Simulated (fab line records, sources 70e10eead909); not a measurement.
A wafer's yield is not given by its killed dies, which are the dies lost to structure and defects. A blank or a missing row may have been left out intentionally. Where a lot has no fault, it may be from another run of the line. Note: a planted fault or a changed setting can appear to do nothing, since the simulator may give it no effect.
A struck lot beside a sound one + flow nand-harc + 42 steps out of a route of 1159
Sound: these wafers, L859.2, L859.3, L859.4. Struck: wafer L862.2 (left out: L862.4, a lot-mate that was not struck); the cause follows at the end.
Per side, at each step with rows, come the tool, then ch with its chambers, and then its first start. Under that, the readings that differ: sound wafers + struck wafers + difference of the means + sigmas: that difference in standard deviations of wafers without a fault.
alike: words and numbers the same on both sides, and readings whose means are apart by under 2 such deviations; not compared: readings that were withheld, readings missing a value for some wafer, numbers with overlapping values and no deviation given by the record, and bounds like >300 which may hide the same value.
Wherever a step has rows on one side only, a row that says differs or no value, or a row with sigmas, the two part there. Numbers that have no deviation but don't overlap get no sigmas and don't part them. A reading that every wafer of one side lacks parts them only if that side has two wafers or more.

first, 4 steps without rows for these wafers: NHARC_A_SGD_CUT_SRD_19; NHARC_A_SGD_CUT_DEP_20 (deposits SiO2, target thk 150 nm); NHARC_A_SGD_CUT_ANNEAL_27 (time 1800 s); NHARC_A_SGD_CUT_CMP_21 (polishes, target thk 148.19 nm).
NHARC_A_SGD_CUT_THK_MEAS_22: measures by ellipsometry.
  sound on film-metro-02, day 14 21:38; struck on film-metro-01, day 15 07:35
  alike: thk-nm
then, 2 steps without rows for these wafers: NHARC_A_SGD_CUT_SRD_23; NHARC_A_SGD_CUT_ETCH_26 (etches SiO2 in dHF, target depth 45.8 nm).
NHARC_A_SGD_CUT_ETCHBACK_24: etches the open film in CH3F/O2, target depth 50 nm, time 92.857 s.
  sound on rie-diel-12 ch 1,2,3, day 14 22:00; struck on rie-diel-02 ch 0, day 15 07:50
| reading                | sound    | struck | difference | sigmas |
|------------------------|----------|--------|------------|--------|
| rf-hours-counter-h (h) | 13 14 13 | 1      | -12        |        |
  alike: bias-w, chamber-pressure-mTorr, drypump-motor-current-A, oes-product-au, rf-vpp-V, showerhead-plenum-p-Torr, throttle-valve-pct
then, 1 step without rows for these wafers: NHARC_A_SGD_CUT_STRIP_28 (strips in O2, time 20 s).
NHARC_A_SGD_CUT_INSPECT_25:
  sound on defect-inspect-01, day 14 22:22; struck on defect-inspect-01, day 15 08:04
  alike: raw-defect-count
then, 2 steps without rows for these wafers: NHARC_A_SLIT_DEP_25 (deposits SiO2, target thk 200 nm); NHARC_A_SLIT_DEP_00 (deposits aC, target thk 3200 nm).
NHARC_A_SLIT_DEP_23: deposits SiON, target thk 100 nm.
  sound on pecvd-04 ch 0,2, day 15 02:50; struck on pecvd-03 ch 2, day 15 12:27
  alike: heater-power-w
  not compared: since-wet-clean-h
then, 8 steps without rows for these wafers: NHARC_A_SLIT_DEHYDRATE_01 (time 120 s); NHARC_A_SLIT_HMDS_02 (time 30 s); NHARC_A_SLIT_COAT_03 (resist thk 90 nm); NHARC_A_SLIT_SOFTBAKE_04 (time 55 s); NHARC_A_SLIT_EBR_05; NHARC_A_SLIT_EXPOSE_06 (exposes mask SLIT); NHARC_A_SLIT_PEB_07 (peb time 65 s); NHARC_A_SLIT_DEVELOP_08 (develop time 35 s).
NHARC_A_SLIT_CD_MEAS_09: target cd 300 nm.
  sound on cd-sem-01 ch 0, day 15 03:36; struck on cd-sem-01 ch 0, day 15 13:07
| reading    | sound             | struck | difference | sigmas |
|------------|-------------------|--------|------------|--------|
| cd-nm (nm) | 299.9 298.8 299.2 | 300.4  | +1.1       | +2     |
NHARC_A_SLIT_OVL_MEAS_10:
  sound on overlay-01, day 15 03:41; struck on overlay-01, day 15 13:11
  alike: overlay-x-nm, overlay-y-nm
NHARC_A_SLIT_INSPECT_11:
  sound on defect-inspect-02, day 15 03:43; struck on defect-inspect-02, day 15 13:14
  alike: raw-defect-count
then, 3 steps without rows for these wafers: NHARC_A_SLIT_DESCUM_14 (chemistry O2, time 3 s); NHARC_A_SLIT_ETCH_24 (etches the open film in CF4/CHF3, target depth 121 nm, time 60.5 s); NHARC_A_SLIT_ETCH_15 (etches the open film in O2/COS, target depth 3200 nm, time 832 s).
NHARC_A_SLIT_ETCH_17: etches the open film in C4F8/O2/Ar, time 1687.5 s, target depth 10100 nm.
  sound on har-etch-01 ch 0,1, day 15 04:58; struck on har-etch-01 ch 1, day 15 18:02
  alike: chamber-pressure-mTorr, drypump-motor-current-A, showerhead-plenum-p-Torr, throttle-valve-pct
  not compared: rf-hours-counter-h
NHARC_A_SLIT_ETCH_26: etches the open film in C4F8/O2/Ar, time 90 s, target depth 400 nm.
  sound on har-etch-01 ch 0,1, day 15 06:14; struck on har-etch-01 ch 1, day 15 19:31
  alike: chamber-pressure-mTorr, drypump-motor-current-A, showerhead-plenum-p-Torr, throttle-valve-pct
  not compared: rf-hours-counter-h
then, 2 steps without rows for these wafers: NHARC_A_SLIT_STRIP_28 (strips in O2/COS); NHARC_A_SLIT_ETCH_29 (etches the open film in CF4/O2, target depth 100 nm, overetch 10 nm, time 55 s).
NHARC_A_SLIT_STRIP_18: strips in O2.
  sound: rie-diel-07 ch 0,1,2; struck: rie-diel-01 ch 1
| reading                        | sound             | struck | difference | sigmas |
|--------------------------------|-------------------|--------|------------|--------|
| chamber-pressure-mTorr (mTorr) | 59.95 60.09 60.07 | 59.89  | -0.15      | -2     |
| rf-hours-counter-h (h)         | 7 6 6             | 3      | -3         |        |
  alike: drypump-motor-current-A, oes-product-au, rf-vpp-V, showerhead-plenum-p-Torr, throttle-valve-pct
then, 2 steps without rows for these wafers: NHARC_A_SLIT_PRECLEAN_19 (cleans in SC1); NHARC_A_SLIT_SRD_20.
NHARC_A_SLIT_CD_MEAS_21:
  sound on cd-sem-01, day 15 07:22; struck on cd-sem-02, day 15 20:40
  alike: cd-nm
then, 3 steps without rows for these wafers: NHARC_A_SIN_REMOVE_WET_00 (chemistry H3PO4, time 15300 s); NHARC_A_SIN_REMOVE_PRECLEAN_01 (cleans in SC1); NHARC_A_SIN_REMOVE_SRD_02.
NHARC_A_SIN_REMOVE_INSPECT_04:
  the record has rows for the sound wafers here (defect-inspect-01, day 15 12:50) and none for the struck ones
then, 1 step without rows for these wafers: NHARC_A_WL_FILL_ALD_00 (deposits Al2O3, target thk 3 nm, pulse time 3 s, ald cycles 30).
NHARC_A_WL_FILL_RTA_01: time 5 s.
  the record has rows for the sound wafers here (rtp-anneal-01 ch 0, day 15 13:24) and none for the struck ones
-- record jumps: 6 days between struck wafers' starts before vs after; left off in module A_WL_FILL, resumes in module END, first step shown is number 1159 of the route --
NHARC_END_SORT_01:
  at this point the record logs the struck wafers (prober-02 ch 0, day 21 13:05) and has no rows for the sound ones

WHERE THEY PART
Last at NHARC_END_SORT_01 as far as this record goes, first at NHARC_A_SLIT_CD_MEAS_09.

WHY: what had been put in by the simulator
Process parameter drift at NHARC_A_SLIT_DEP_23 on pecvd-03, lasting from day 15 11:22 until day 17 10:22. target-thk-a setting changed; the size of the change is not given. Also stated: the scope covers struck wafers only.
